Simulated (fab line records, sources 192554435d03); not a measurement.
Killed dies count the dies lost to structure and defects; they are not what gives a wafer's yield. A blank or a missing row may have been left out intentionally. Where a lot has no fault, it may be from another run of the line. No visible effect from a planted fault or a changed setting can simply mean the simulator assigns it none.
fab line records | flow n5-finfet
record: lots: 24 wafers: 72 last-day: 18
route steps=1938 shown BEOL_M4@1059 BEOL_M5@1114
lots that met no fault: from a run of the same line without faults
start-h: hours from the record's opening day to when the first of the lot's shown wafers began | wait-h: how many hours have passed since the lot's step before this one | " unchanged from the row above | L1.1+2: one row covering several wafers at once | - value missing, or start not given | * or withheld: withheld | < > ~ a bound
route shown NAME@n: NAME is a module with steps in the file, n the number in the route of the first one | usual: average and standard deviation across the fault-free wafers | same: alike in all rows | chamber/n: place in a boat | sites: the reading at each site | _std_site: how widely they spread, as a standard deviation | _edge_site: the outer-site mean with the inner-site mean subtracted | radius-mm: for every site, how far away it sits from the centre of the wafer | mask NAME#n: copy n | behind: tool/chamber where the wafer was last shaped | hold: reason for holding the lot/hours on hold/outcome of the hold | device: transistor that didn't switch, given as n, p or np | end of line: tests of these same wafers at the route's end | a step given without rows: its recipe and nothing more | killed: count of dies lost to structure and defects at first sort (not the wafer's yield) | map: the dies of a wafer, with x for killed, . for not killed, _ for no die there
set.NAME: the setting the step ran with; set.NAME@STEP: the setting that earlier step ran with | model.NAME: the simulator's own value behind a step, which no gauge read
one table for each step of the route and one row for each wafer, over a sample of lots
services: the hour from which a tool's chamber was out of use, counted from the record's first day as start-h (under 0 if before that day), plus the number of hours and why
== steps ==
step: N5_BEOL_M4_DESCUM_33
recipe: chemistry: O2 time-s: 7 source-power-w: 50 bias-power-w: 20 pressure-mtorr: 20 rf-frequency-hz: 2.712e+07 temp-c: 40 resist: CAR-EUV o2-flow-sccm: 225
usual: drypump-motor-current-A: 5.7/0.5 oes-product-au: 0.78/0.094 rf-vpp-V: 242.4/0.96 showerhead-plenum-p-Torr: 2.054/0.029 throttle-valve-pct: 20.44/0.25
same: time-s: 7
columns lot.wafer tool chamber start-h wait-h drypump-motor-current-A oes-product-au rf-hours-counter-h rf-vpp-V showerhead-plenum-p-Torr throttle-valve-pct
L074.1 rie-diel-05 1 155.78 0.0 6.0 0.71 246 242.3 2.060 20.49
L074.2 " 0 " " 5.1 0.69 223 242.9 2.079 20.45
L074.5 " 3 " " 5.7 0.71 - 241.8 2.074 20.85
L075.1 rie-diel-01 1 166.20 0.4 5.7 0.68 231 242.8 2.068 20.57
L075.2 " 2 " " 5.7 0.99 3 242.5 2.054 20.41
L075.3 " 3 " " 4.8 0.73 191 242.5 2.072 20.56
L076.3 rie-diel-05 3 172.97 0.0 5.7 0.71 210 242.6 2.071 20.86
L076.4 " 2 " " 5.1 0.72 - 241.3 1.997 20.49
L076.6 " 3 " " 5.8 0.72 - 241.3 2.072 20.86
L077.4 rie-diel-01 3 184.33 0.0 4.8 0.73 198 243.9 2.070 20.57
L077.5 " 1 " " 5.7 0.68 - 242.3 2.065 20.57
L077.6 " 2 " " 5.7 0.95 - 242.4 2.052 20.40
L079.2 rie-diel-02 3 189.08 0.0 6.1 0.77 121 243.4 2.104 20.34
L079.4 " 2 " " 5.9 0.73 175 243.0 2.076 20.80
L079.6 " 1 " " 6.1 0.72 - 244.8 2.093 20.27
L080.1 rie-diel-01 3 193.90 0.0 4.8 0.72 201 241.8 2.069 20.58
L080.4 " 0 " " 6.5 0.86 52 241.3 2.043 20.01
L080.5 " 2 " " 5.7 0.94 - 242.8 2.052 20.42
L078.4 rie-diel-01 0 197.90 0.7 6.5 0.87 54 241.6 2.042 20.02
L078.5 " 1 " " 5.7 0.69 - 242.7 2.065 20.56
L078.6 " 0 " " 6.5 0.86 - 242.3 2.043 20.04
L081.3 rie-diel-05 2 205.57 0.0 5.2 0.71 187 241.1 1.991 20.54
L081.5 " 3 " " 5.8 0.70 - 241.7 2.066 20.89
L081.6 " 0 " " 5.1 0.68 - 243.3 2.071 20.45
L082.1 rie-diel-02 1 206.21 0.0 6.1 0.71 172 244.9 2.091 20.30
L082.3 " 0 " " 5.7 0.77 122 241.6 2.022 20.47
L082.5 " 3 " " 6.1 0.75 - 243.6 2.102 20.34
L085.1 rie-diel-05 3 222.73 0.0 5.8 0.70 232 242.1 2.064 20.88
L085.2 " 1 " " 6.0 0.96 7 241.1 2.057 20.10
L085.3 " 2 " " 5.1 0.70 193 241.8 1.990 20.54
L084.1 rie-diel-02 1 229.68 0.0 6.1 0.71 178 242.2 2.089 20.30
L084.3 " 2 " " 6.0 0.72 187 242.3 2.072 20.80
L084.6 " 2 " " 6.0 0.72 - 242.0 2.072 20.82
L083.2 rie-diel-02 3 233.93 0.0 6.1 0.75 135 242.7 2.100 20.35
L083.5 " 2 " " 6.0 0.72 - 242.6 2.072 20.83
L083.6 " 1 " " 6.1 0.71 - 243.2 2.089 20.29
L087.2 rie-diel-01 2 236.08 0.0 5.7 0.91 29 240.9 2.046 20.47
L087.3 " 0 " " 6.5 0.84 64 242.9 2.039 20.03
L087.6 " 3 " " 4.8 0.72 - 241.7 2.063 20.61
L086.3 rie-diel-01 0 239.52 0.3 6.5 0.84 66 241.2 2.038 20.03
L086.4 " 0 " " 6.5 0.85 - 242.5 2.038 20.04
L086.5 " 2 " " 5.7 0.90 - 242.8 2.044 20.46
L088.2 rie-diel-02 3 249.12 0.0 6.1 0.75 140 243.8 2.097 20.35
L088.4 " 1 " " 6.1 0.70 185 243.7 2.087 20.30
L088.6 " 0 " " 5.6 0.77 - 242.0 2.017 20.49
L090.1 rie-diel-05 2 250.52 0.4 5.1 0.70 206 242.1 1.985 20.55
L090.2 " 3 " " 5.7 0.69 245 241.8 2.060 20.90
L090.6 " 0 " " 5.1 0.98 - 241.8 2.069 20.11
L091.1 rie-diel-01 1 266.47 0.0 5.7 0.99 3 243.1 2.059 20.22
L091.4 " 2 " " 5.7 0.89 42 242.4 2.042 20.47
L091.6 " 1 " " 5.8 0.99 - 241.1 2.059 20.21
L089.2 rie-diel-05 2 269.50 0.1 5.2 0.70 213 240.8 1.984 20.55
L089.3 " 1 " " 6.0 0.91 26 241.3 2.050 20.14
L089.6 " 0 " " 5.1 0.95 - 242.8 2.066 20.13
L092.3 rie-diel-01 3 269.88 0.0 4.8 0.70 232 242.9 2.058 20.63
L092.4 " 0 " " 6.5 0.83 79 240.9 2.034 20.06
L092.6 " 3 " " 4.8 0.70 - 244.4 2.058 20.63
L093.1 rie-diel-02 3 270.61 0.4 6.0 0.74 148 241.8 2.095 20.37
L093.3 " 1 " " 6.1 0.70 193 241.9 2.084 20.32
L093.4 " 2 " " 6.0 0.71 202 242.2 2.067 20.83
L094.1 rie-diel-02 3 281.44 0.4 6.1 0.74 153 243.4 2.093 20.36
L094.5 " 3 " " 6.0 0.73 - 243.4 2.092 20.37
L094.6 " 0 " " 5.6 0.75 - 242.0 2.013 20.53
L095.2 rie-diel-02 3 290.38 0.1 6.1 0.73 156 242.8 2.092 20.37
L095.5 " 3 " " 6.1 0.73 - 242.0 2.092 20.36
L095.6 " 2 " " 6.0 0.70 - 244.0 2.064 20.87
L096.1 rie-diel-01 0 304.98 0.2 6.5 0.81 93 243.4 2.029 20.09
L096.2 " 1 " " 5.7 0.93 18 241.9 2.053 20.23
L096.3 " 3 " " 4.8 0.69 250 243.4 2.052 20.67
L097.1 rie-diel-05 2 305.96 0.0 5.1 0.69 224 241.5 1.979 20.57
L097.2 " 0 " " 5.1 0.91 20 242.0 2.062 20.13
L097.4 " 1 " " 6.0 0.88 - 243.7 2.047 20.17
step: N5_BEOL_M4_DEGAS_44
recipe: ambient: vacuum temp-c: 250 time-s: 60
usual: heater-power-w: 337/39
same: time-s: 60
columns lot.wafer tool chamber start-h wait-h heater-power-w
L074.1 pvd-sputter-03 - 161.06 0.4 298
L074.2 " - " " 362
L074.5 " - " " 347
L075.1 pvd-sputter-02 - 167.43 0.2 299
L075.2 " - " " 357
L075.3 " - " " 379
L076.3 pvd-sputter-01 - 179.71 0.2 377
L076.4 " - " " 356
L076.6 " - " " 346
L077.4 pvd-sputter-03 - 191.76 0.3 342
L077.5 " - " " 371
L077.6 " - " " 338
L079.2 pvd-sputter-02 - 191.78 0.3 312
L079.4 " - " " 292
L079.6 " - " " 365
L080.1 pvd-sputter-03 - 204.47 0.2 379
L080.4 " - " " 368
L080.5 " - " " 293
L078.4 pvd-sputter-01 - 207.63 0.4 343
L078.5 " - " " 373
L078.6 " - " " 247
L081.3 pvd-sputter-01 - 207.71 0.2 342
L081.5 " - " " 247
L081.6 " - " " 357
L082.1 pvd-sputter-03 - 211.03 0.4 369
L082.3 " - " " 303
L082.5 " - " " 300
L085.1 pvd-sputter-03 - 228.36 0.3 296
L085.2 " - " " 370
L085.3 " - " " 364
L084.1 pvd-sputter-01 - 234.33 0.3 245
L084.3 " - " " 336
L084.6 " - " " 379
L083.2 pvd-sputter-01 - 236.83 1.7 347
L083.5 " - " " 383
L083.6 " - " " 344
L087.2 pvd-sputter-02 - 241.31 0.5 375
L087.3 " - " " 287
L087.6 " - " " 363
L086.3 pvd-sputter-03 - 244.43 0.5 367
L086.4 " - " " 332
L086.5 " - " " 373
L088.2 pvd-sputter-01 - 252.87 0.3 375
L088.4 " - " " 343
L088.6 " - " " 368
L090.1 pvd-sputter-03 - 258.52 0.5 376
L090.2 " - " " 297
L090.6 " - " " 335
L091.1 pvd-sputter-02 - 268.41 0.5 306
L091.4 " - " " 367
L091.6 " - " " 373
L089.2 pvd-sputter-01 - 275.67 0.7 348
L089.3 " - " " 338
L089.6 " - " " 344
L092.3 pvd-sputter-02 - 279.09 0.2 354
L092.4 " - " " 377
L092.6 " - " " 373
L093.1 pvd-sputter-01 - 282.31 0.2 347
L093.3 " - " " 352
L093.4 " - " " 253
L094.1 pvd-sputter-02 - 285.56 0.1 295
L094.5 " - " " 365
L094.6 " - " " 294
L095.2 pvd-sputter-01 - 293.84 0.7 341
L095.5 " - " " 379
L095.6 " - " " 359
L096.1 pvd-sputter-02 - 306.82 0.1 307
L096.2 " - " " 379
L096.3 " - " " 355
L097.1 pvd-sputter-03 - 312.05 0.3 293
L097.2 " - " " 338
L097.4 " - " " 363
step: N5_BEOL_M4_SPUTTER_92
recipe: material: Cu target-thk-a: 45 temp-c: -20 chamber-pressure-pa: 0.07 power-w: withheld time-s: 8.29
usual: throttle-valve-pct: 30.4/0.43
same: time-s: 8.29
columns lot.wafer tool chamber start-h wait-h throttle-valve-pct
L074.1 pvd-sputter-01 - 163.05 0.1 30.5
L074.2 " - " " 30.5
L074.5 " - " " 30.3
L075.1 pvd-sputter-02 - 169.63 0.1 31.0
L075.2 " - " " 30.9
L075.3 " - " " 30.4
L076.3 pvd-sputter-01 - 181.62 0.1 30.8
L076.4 " - " " 30.4
L076.6 " - " " 30.6
L077.4 pvd-sputter-02 - 194.10 0.1 30.9
L077.5 " - " " 30.7
L077.6 " - " " 30.9
L079.2 pvd-sputter-03 - 200.01 0.1 30.1
L079.4 " - " " 30.5
L079.6 " - " " 30.7
L080.1 pvd-sputter-03 - 206.70 0.1 29.8
L080.4 " - " " 30.8
L080.5 " - " " 30.0
L078.4 pvd-sputter-01 - 209.63 0.1 30.3
L078.5 " - " " 30.2
L078.6 " - " " 30.6
L081.3 pvd-sputter-01 - 211.47 0.1 29.7
L081.5 " - " " 30.3
L081.6 " - " " 30.8
L082.1 pvd-sputter-03 - 213.15 0.1 30.3
L082.3 " - " " 30.5
L082.5 " - " " 30.6
L085.1 pvd-sputter-03 - 230.44 0.1 30.1
L085.2 " - " " 29.9
L085.3 " - " " 30.6
L084.1 pvd-sputter-01 - 236.23 0.1 30.3
L084.3 " - " " 30.7
L084.6 " - " " 30.6
L083.2 pvd-sputter-03 - 238.71 0.1 29.9
L083.5 " - " " 29.7
L083.6 " - " " 30.4
L087.2 pvd-sputter-02 - 244.87 0.1 30.9
L087.3 " - " " 30.6
L087.6 " - " " 30.6
L086.3 pvd-sputter-01 - 246.43 0.1 30.2
L086.4 " - " " 30.5
L086.5 " - " " 30.1
L088.2 pvd-sputter-01 - 256.91 0.1 30.3
L088.4 " - " " 29.7
L088.6 " - " " 29.4
L090.1 pvd-sputter-02 - 260.63 0.1 30.8
L090.2 " - " " 30.7
L090.6 " - " " 31.2
L091.1 pvd-sputter-03 - 270.37 0.1 30.4
L091.4 " - " " 29.8
L091.6 " - " " 30.6
L089.2 pvd-sputter-01 - 277.61 0.1 30.7
L089.3 " - " " 30.3
L089.6 " - " " 30.3
L092.3 pvd-sputter-01 - 281.09 0.1 30.4
L092.4 " - " " 30.2
L092.6 " - " " 30.3
L093.1 pvd-sputter-01 - 284.22 0.1 30.7
L093.3 " - " " 30.5
L093.4 " - " " 29.6
L094.1 pvd-sputter-02 - 289.14 0.1 30.7
L094.5 " - " " 30.5
L094.6 " - " " 30.6
L095.2 pvd-sputter-02 - 296.62 0.1 30.5
L095.5 " - " " 30.5
L095.6 " - " " 31.1
L096.1 pvd-sputter-02 - 308.76 0.1 31.0
L096.2 " - " " 30.4
L096.3 " - " " 30.4
L097.1 pvd-sputter-01 - 315.18 0.1 30.1
L097.2 " - " " 30.4
L097.4 " - " " 29.5
step: N5_BEOL_M4_PRE_CLEAN_60
recipe: gas: NH3/H2 time-s: 15 temp-c: * rf-power-w: 300
usual: heater-power-w: 90/12
same: time-s: 15
columns lot.wafer tool chamber start-h wait-h heater-power-w since-wet-clean-h
L074.1 cvd-co-02 1 164.32 0.0 99 1143
L074.2 " 0 " " 92 706
L074.5 " 1 " " 99 -
L075.1 cvd-co-01 2 170.89 0.0 106 472
L075.2 " 0 " " 71 931
L075.3 " 1 " " 84 34
L076.3 cvd-co-02 1 182.90 0.0 98 1162
L076.4 " 0 " " 90 -
L076.6 " 1 " " 98 -
L077.4 cvd-co-01 2 195.38 0.1 110 -
L077.5 " 1 " " 84 -
L077.6 " 0 " " 71 -
L079.2 cvd-co-02 0 201.32 0.0 92 743
L079.4 " 2 " " 86 -
L079.6 " 0 " " 91 -
L080.1 cvd-co-02 2 207.97 0.0 83 290
L080.4 " 2 " " 84 -
L080.5 " 0 " " 92 -
L078.4 cvd-co-02 1 210.91 0.1 99 -
L078.5 " 2 " " 87 -
L078.6 " 0 " " 92 -
L081.3 cvd-co-01 2 212.73 0.0 106 513
L081.5 " 1 " " 83 -
L081.6 " 0 " " 71 -
L082.1 cvd-co-02 0 214.42 0.0 91 756
L082.3 " 2 " " 86 296
L082.5 " 2 " " 85 -
L085.1 cvd-co-01 2 231.70 0.0 109 532
L085.2 " 1 " " 83 95
L085.3 " 0 " " 70 992
L084.1 cvd-co-01 0 237.50 0.0 72 998
L084.3 " 1 " " 84 101
L084.6 " 1 " " 83 -
L083.2 cvd-co-02 2 239.97 0.0 85 322
L083.5 " 1 " " 98 -
L083.6 " 2 " " 84 -
L087.2 cvd-co-01 0 246.17 0.0 70 1006
L087.3 " 1 " " 85 110
L087.6 " 1 " " 83 -
L086.3 cvd-co-01 0 247.70 0.0 70 1008
L086.4 " 1 " " 82 -
L086.5 " 2 " " 108 -
L088.2 cvd-co-02 0 258.25 0.0 95 800
L088.4 " 0 " " 91 -
L088.6 " 1 " " 100 -
L090.1 cvd-co-02 0 261.89 0.0 92 803
L090.2 " 2 " " 84 344
L090.6 " 0 " " 92 -
L091.1 cvd-co-01 0 271.64 0.0 70 1032
L091.4 " 2 " " 107 -
L091.6 " 0 " " 71 -
L089.2 cvd-co-01 0 278.97 0.0 72 1039
L089.3 " 2 " " 112 580
L089.6 " 2 " " 107 -
L092.3 cvd-co-01 0 282.41 0.0 69 1042
L092.4 " 0 " " 71 -
L092.6 " 2 " " 108 -
L093.1 cvd-co-02 1 285.49 0.0 99 1264
L093.3 " 0 " " 91 827
L093.4 " 0 " " 91 -
L094.1 cvd-co-01 2 290.40 0.0 108 591
L094.5 " 0 " " 72 -
L094.6 " 2 " " 107 -
L095.2 cvd-co-01 2 297.90 0.0 108 599
L095.5 " 0 " " 71 -
L095.6 " 2 " " 110 -
L096.1 cvd-co-02 0 310.03 0.0 95 851
L096.2 " 1 " " 101 1289
L096.3 " 1 " " 99 -
L097.1 cvd-co-01 0 316.45 0.0 70 1076
L097.2 " 1 " " 84 180
L097.4 " 1 " " 84 -
step: N5_BEOL_M5_THK_MEAS_01
recipe: reads: SiCOH_lowk_of_BEOL_M5_ILD_DEP_00
usual: M5_ILD_THK: 121.0/1.5
columns lot.wafer tool chamber start-h wait-h M5_ILD_THK[nm]
L074.1 film-metro-01 - 167.00 0.8 117.8
L074.2 " - " " 117.5
L074.5 " - " " 121.4
L075.1 film-metro-02 - 172.70 0.4 120.4
L075.2 " - " " 121.1
L075.3 " - " " 120.1
L076.3 film-metro-01 - 184.71 0.3 120.8
L076.4 " - " " 123.4
L076.6 " - " " 122.5
L077.4 film-metro-01 - 197.19 0.2 122.0
L077.5 " - " " 122.0
L077.6 " - " " 121.5
L079.2 film-metro-02 - 203.15 0.4 118.9
L079.4 " - " " 121.9
L079.6 " - " " 121.9
L080.1 film-metro-02 - 209.78 0.4 119.3
L080.4 " - " " 122.7
L080.5 " - " " 122.3
L078.4 film-metro-02 - 213.19 0.4 121.6
L078.5 " - " " 122.6
L078.6 " - " " 120.7
L081.3 film-metro-02 - 214.54 0.3 120.9
L081.5 " - " " 122.9
L081.6 " - " " 122.1
L082.1 film-metro-01 - 216.25 0.4 116.8
L082.3 " - " " 119.7
L082.5 " - " " 119.5
L085.1 film-metro-01 - 233.51 0.4 120.5
L085.2 " - " " 120.5
L085.3 " - " " 120.8
L084.1 film-metro-01 - 239.32 0.4 122.1
L084.3 " - " " 120.8
L084.6 " - " " 122.2
L083.2 film-metro-01 - 241.78 0.4 120.8
L083.5 " - " " 123.1
L083.6 " - " " 122.2
L087.2 film-metro-02 - 248.16 0.4 119.8
L087.3 " - " " 118.9
L087.6 " - " " 120.1
L086.3 film-metro-01 - 250.02 0.5 119.8
L086.4 " - " " 122.3
L086.5 " - " " 121.7
L088.2 film-metro-01 - 260.20 0.4 119.5
L088.4 " - " " 123.3
L088.6 " - " " 122.3
L090.1 film-metro-01 - 263.75 0.4 120.5
L090.2 " - " " 119.4
L090.6 " - " " 121.4
L091.1 film-metro-02 - 273.45 0.4 120.6
L091.4 " - " " 121.3
L091.6 " - " " 123.2
L089.2 film-metro-01 - 280.78 0.4 117.4
L089.3 " - " " 117.3
L089.6 " - " " 119.8
L092.3 film-metro-02 - 284.23 0.3 120.5
L092.4 " - " " 122.5
L092.6 " - " " 121.2
L093.1 film-metro-01 - 287.30 0.4 120.8
L093.3 " - " " 119.3
L093.4 " - " " 122.9
L094.1 film-metro-01 - 292.21 0.4 120.3
L094.5 " - " " 122.7
L094.6 " - " " 121.7
L095.2 film-metro-01 - 299.75 0.4 117.6
L095.5 " - " " 121.0
L095.6 " - " " 121.0
L096.1 film-metro-01 - 311.90 0.4 120.0
L096.2 " - " " 121.1
L096.3 " - " " 119.6
L097.1 film-metro-02 - 318.75 0.8 119.9
L097.2 " - " " 119.5
L097.4 " - " " 121.4
step: N5_BEOL_M5_CD_MEAS_11
recipe: target-cd-nm: 27.74 landing-energy-ev: 500 detector: se-inlens
usual: cd-nm: 27.94/0.24
columns lot.wafer tool chamber start-h wait-h cd-nm
L074.1 cd-sem-03 0 167.61 - 28.06
L074.2 " 0 " " 27.99
L074.5 " 0 " " 27.80
L075.1 cd-sem-01 0 176.25 - 27.79
L075.2 " 0 " " 27.93
L075.3 " 0 " " 28.23
L076.3 cd-sem-03 0 185.78 - 28.43
L076.4 " 0 " " 27.76
L076.6 " 0 " " 27.81
L077.4 cd-sem-02 0 198.00 - 27.89
L077.5 " 0 " " 28.02
L077.6 " 0 " " 28.18
L079.2 cd-sem-01 0 204.81 - 28.10
L079.4 " 0 " " 27.94
L079.6 " 0 " " 27.81
L080.1 cd-sem-02 0 211.32 - 27.97
L080.4 " 0 " " 28.01
L080.5 " 0 " " 28.17
L078.4 cd-sem-02 0 214.06 - 27.95
L078.5 " 0 " " 27.95
L078.6 " 0 " " 28.10
L081.3 cd-sem-02 0 216.21 - 28.01
L081.5 " 0 " " 28.44
L081.6 " 0 " " 28.50
L082.1 cd-sem-02 0 217.22 - 27.77
L082.3 " 0 " " 27.76
L082.5 " 0 " " 27.91
L085.1 cd-sem-02 0 234.28 - 27.95
L085.2 " 0 " " 27.98
L085.3 " 0 " " 27.81
L084.1 cd-sem-02 0 241.07 - 27.97
L084.3 " 0 " " 28.17
L084.6 " 0 " " 27.72
L083.2 cd-sem-02 0 244.14 - 27.62
L083.5 " 0 " " 28.06
L083.6 " 0 " " 28.02
L087.2 cd-sem-03 0 249.24 - 27.70
L087.3 " 0 " " 27.77
L087.6 " 0 " " 27.36
L086.3 cd-sem-01 0 252.77 - 28.20
L086.4 " 0 " " 27.66
L086.5 " 0 " " 27.54
L088.2 cd-sem-02 0 262.42 - 27.68
L088.4 " 0 " " 27.62
L088.6 " 0 " " 27.73
L090.1 cd-sem-01 0 265.39 - 28.39
L090.2 " 0 " " 28.12
L090.6 " 0 " " 28.27
L091.1 cd-sem-01 0 274.60 - 28.06
L091.4 " 0 " " 28.24
L091.6 " 0 " " 28.20
L089.2 cd-sem-03 0 282.44 - 27.93
L089.3 " 0 " " 28.12
L089.6 " 0 " " 28.21
L092.3 cd-sem-03 0 285.62 - 27.65
L092.4 " 0 " " 28.00
L092.6 " 0 " " 27.68
L093.1 cd-sem-03 0 289.97 - 27.85
L093.3 " 0 " " 27.70
L093.4 " 0 " " 28.18
L094.1 cd-sem-01 0 293.63 - 28.28
L094.5 " 0 " " 28.35
L094.6 " 0 " " 28.34
L095.2 cd-sem-03 0 302.93 - 27.91
L095.5 " 0 " " 27.81
L095.6 " 0 " " 27.80
L096.1 cd-sem-02 0 312.68 - 27.91
L096.2 " 0 " " 27.44
L096.3 " 0 " " 28.06
L097.1 cd-sem-01 0 319.75 - 27.91
L097.2 " 0 " " 27.68
L097.4 " 0 " " 27.97
== services ==
columns tool chamber start-h hours kind
rie-diel-01 2 136.93 - clean
rie-diel-01 2 136.93 - consumable-replace:focus-ring
rie-diel-01 2 136.93 22.3 scheduled-down
rie-diel-01 2 136.93 22.3 vent-cycle
rie-diel-05 0 141.50 9.7 repair
cvd-co-01 0 141.91 7.2 repair
pvd-sputter-01 - 141.96 1.9 repair
rie-diel-05 1 163.92 15.8 repair
rie-diel-01 0 205.00 10.7 repair
rie-diel-05 3 217.36 2.8 repair
rie-diel-01 1 226.12 7.0 repair
cvd-co-02 - 231.43 0.3 repair
rie-diel-01 1 233.20 - clean
rie-diel-01 1 233.20 - consumable-replace:focus-ring
rie-diel-01 1 233.20 23.2 scheduled-down
rie-diel-01 1 233.20 23.2 vent-cycle
rie-diel-05 - 271.96 10.0 pm
cvd-co-02 2 286.37 40.8 repair
rie-diel-05 3 292.57 28.2 repair
rie-diel-01 3 306.54 - clean
rie-diel-01 3 306.54 - consumable-replace:focus-ring
rie-diel-01 3 306.54 32.1 scheduled-down
rie-diel-05 - 311.93 2.8 pm
pvd-sputter-03 - 316.18 2.9 repair
== key ==
fault none
